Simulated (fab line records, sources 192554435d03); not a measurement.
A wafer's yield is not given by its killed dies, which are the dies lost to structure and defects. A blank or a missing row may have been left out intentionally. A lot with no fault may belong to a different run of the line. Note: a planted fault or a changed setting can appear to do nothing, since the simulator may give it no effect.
Split-lot study	flow n5Finfet	21 wafers read across 7 lots, on a route 1938 steps long

== THE SPLIT ITSELF ==
At N5_BEOL_M1_ETCH_64 (etches SOC in N2/H2, target depth 75 nm, overetch 15 nm, time 112.5 s), the setting sourceW was moved away from the recipe's 840 W on 6 of the 21 wafers read, by -14.4% to +16.6%. All remaining wafers had this setting at the recipe value.

The reading is taken at the split's own step.

== THE READING ==
rfVppV, in V, at N5_BEOL_M1_ETCH_64 (etches SOC in N2/H2, target depth 75 nm, overetch 15 nm, time 112.5 s). A value of 523.9 V with a standard deviation of 2.5 V is what fault-free wafers of this fab line usually give.

wafer	tool, chamber at the split	sourceW as run, W	against the recipe	rfVppV, V	against lot-mates on the recipe
L075.3	rieDiel-06, 0	719.2	-14.4%	554.4	+33.7
L075.4	rieDiel-06, 3	840	recipe	520.7	-
L075.5	rieDiel-06, 1	719.2	-14.4%	553.8	+33.1
L077.2	rieDiel-04, 1	840	recipe	526.9	-
L077.3	rieDiel-04, 0	840	recipe	526.9	-
L077.5	rieDiel-04, 0	840	recipe	526.7	-
L081.1	rieDiel-04, 0	979.5	+16.6%	500.0	-25.6
L081.2	rieDiel-04, 2	979.5	+16.6%	499.7	-25.9
L081.3	rieDiel-04, 1	840	recipe	525.6	-
L082.1	rieDiel-06, 0	840	recipe	525.7	-
L082.4	rieDiel-06, 2	840	recipe	522.9	-
L082.5	rieDiel-06, 1	840	recipe	525.3	-
L084.4	rieDiel-06, 0	840	recipe	527.2	-
L084.5	rieDiel-06, 3	909.2	+8.2%	507.1	-20.1
L084.6	rieDiel-06, 2	909.2	+8.2%	509.8	-17.4
L090.1	rieDiel-04, 0	840	recipe	526.4	-
L090.3	rieDiel-04, 1	840	recipe	525.3	-
L090.4	rieDiel-04, 2	840	recipe	525.4	-
L093.2	rieDiel-02, 1	840	recipe	525.9	-
L093.4	rieDiel-02, 0	840	recipe	526.8	-
L093.5	rieDiel-02, 2	840	recipe	519.3	-

FIT RESULTS
A straight line over all 21 wafers: rfVppV changes by -1.78 V for each +1% of sourceW; r = -0.98; the points scatter about the line by 2.7 V.
The same after taking each lot's own level away (the mean of its wafers on the recipe; 21 wafers): -1.95 V for each +1%; r = -0.98; scatter 3.1 V.
The reading moves by 32 V for the largest change in sourceW, on that fit.
From 520.70 to 527.20 V: that is the span of the lots' own levels, equal to 2.6 times the standard deviation above.
The two slopes agree, so the slope changes little with the lot-to-lot level.
Check: for one of the wafers moved furthest among these (+16.6%), held out of the fit, the line's prediction against its lot-mates is -33.6 V. It came out at -25.6 V against them.
Tool readings at the split's step, against how far the setting was moved: rfVppV r = -0.98.

== ADDITIONAL SPLITS CARRIED BY THESE WAFERS ==
Other splits were also applied to these wafers ahead of the reading. Each is held against what the fit with the lots' levels taken away leaves over:
other split on the same wafers	wafers away from the commonest value	r with rfVppV (lot level and that fit taken away)
N5_MOL_CONTACT_COAG_EXPOSE_05 doseMj	8	+0.31
N5_MOL_CONTACT_COAG_CVD_140 targetThkA	13	+0.55
N5_BEOL_M0_SAQP_MANDREL_ETCH_20 biasW	6	-0.49
N5_BEOL_M0_SAQP_SPACER1_ALD_98 aldCycles	9	-0.45

== THE FILE'S OWN FIT ==
rfVppV changes by -1.93 V for each +1% of sourceW, r = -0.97.
